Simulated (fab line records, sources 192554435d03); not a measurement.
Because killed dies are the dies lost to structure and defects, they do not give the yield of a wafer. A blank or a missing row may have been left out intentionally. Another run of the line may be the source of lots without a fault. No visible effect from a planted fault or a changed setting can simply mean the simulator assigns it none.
Chamber matching ; flow n5Finfet ; N5_BEOL_M0_SAQP_STRIP_75 on rieDiel-01 has 4 sister chambers
The step strips in CF4. 7 wafers are shown with their chamber, then 7 later ones without.

EACH WAFER AND ITS CHAMBER
wafer;chamber;drypumpMotorCurrentA (A);showerheadPlenumPTorr (Torr)
L074.1;2;4.9;1.69
L074.2;3;5.1;1.91
L083.1;3;5.1;1.90
L083.2;0;6.2;1.81
L083.4;1;6.0;1.79
L086.1;1;6.0;1.78
L086.2;0;6.3;1.81

WAFERS WITH NO CHAMBER GIVEN
wafer;drypumpMotorCurrentA (A);showerheadPlenumPTorr (Torr)
L086.3;4.9;1.69
L090.1;5.1;1.90
L090.3;6.0;1.78
L090.4;4.8;1.68
L093.1;4.9;1.68
L093.2;6.2;1.81
L093.3;5.1;1.90

EACH ONE'S CHAMBER
wafer;from the rows above;in truth
L086.3;2;2
L090.1;3;3
L090.3;1;1
L090.4;2;2
L093.1;2;2
L093.2;0;0
L093.3;3;3
7 of 7 placed correctly. Can't be placed from these rows: 0. 0 placed wrongly.
How it was worked out, from the rows above alone: a wafer's distance from a chamber is the root of the sum, over the readings, of the square of ((its reading less the chamber's mean) divided by the reading's scatter). If the next closest chamber is less than 2 further off than the closest, the wafer can't be placed; otherwise it belongs to the closest. The mean given for a chamber averages the wafers shown for that chamber. How the scatter is found: for the shown wafers, subtract from each reading the mean of its chamber, square and add these, divide the total by (wafers less chambers), then take the root.
